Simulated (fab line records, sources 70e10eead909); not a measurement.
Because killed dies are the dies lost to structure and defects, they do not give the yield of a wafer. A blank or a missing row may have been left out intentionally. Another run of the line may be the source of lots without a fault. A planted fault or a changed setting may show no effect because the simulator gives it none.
Matching of chambers | flow nand harc | rie diel-11 running NHARC_A_CHANNEL_HOLE_D1_ETCH_38: 4 sister chambers
The step etches the open film in CF4, target depth 39 nm, time 65 s. 14 wafers are shown with their chamber, then 7 later ones without.

## WAFERS WITH THEIR CHAMBER
wafer  | chamber | drypump motor current A (A) | oes product au (a.u.) | rf vpp V (V)
L171.1 | 0       | 5.3                         | 1.010                 | 152.5
L171.4 | 2       | 4.8                         | 1.015                 | 152.0
L171.5 | 2       | 4.8                         | 1.012                 | 151.0
L173.4 | 3       | 6.4                         | 0.992                 | 151.5
L173.5 | 1       | 5.5                         | 1.001                 | 150.1
L173.6 | 0       | 5.4                         | 1.011                 | 151.6
L174.1 | 0       | 5.3                         | 1.009                 | 151.9
L174.3 | 1       | 5.5                         | 0.987                 | 148.6
L174.6 | 3       | 6.4                         | 0.985                 | 151.1
L176.1 | 1       | 5.5                         | 0.981                 | 149.9
L176.2 | 3       | 6.4                         | 0.984                 | 151.2
L176.3 | 0       | 5.4                         | 1.015                 | 151.3
L188.1 | 1       | 5.5                         | 1.007                 | 149.8
L188.2 | 3       | 6.4                         | 0.993                 | 150.3

SIGNATURES (means of the wafers above)
reading                 | chamber 0 | chamber 1 | chamber 2 | chamber 3 | scatter within a chamber
drypump motor current A | 5.350     | 5.500     | 4.800     | 6.400     | 0.0316
oes product au          | 1.01125   | 0.99400   | 1.01350   | 0.98850   | 0.00725
rf vpp V                | 151.825   | 149.600   | 151.500   | 151.025   | 0.588
Rule: distance of a wafer from a chamber = root of the sum over the readings of ((wafer's reading minus chamber's mean) / reading's scatter) squared. The wafer belongs to the nearest chamber; if the next one is less than 2 further off, it can't be placed. How the scatter is found: for the shown wafers, subtract from each reading the mean of its chamber, square and add these, divide the total by (wafers less chambers), then take the root.

## WAFERS WHOSE CHAMBER IS MISSING
wafer  | drypump motor current A (A) | oes product au (a.u.) | rf vpp V (V)
L188.3 | 5.4                         | 1.020                 | 151.7
L190.2 | 4.8                         | 1.000                 | 152.4
L190.5 | 6.4                         | 1.009                 | 151.2
L190.6 | 5.4                         | 1.007                 | 152.7
L193.2 | 4.8                         | 1.006                 | 152.6
L193.4 | 6.4                         | 0.996                 | 151.3
L193.6 | 5.5                         | 1.002                 | 149.1

## CHAMBER TAKEN BY EACH
wafer  | from the rows above | in truth
L188.3 | 0                   | 0
L190.2 | 2                   | 2
L190.5 | 3                   | 3
L190.6 | 0                   | 0
L193.2 | 2                   | 2
L193.4 | 3                   | 3
L193.6 | 1                   | 1
Correct placement for 7 of the 7. Can't be placed from these rows: 0. Wrongly placed: 0.
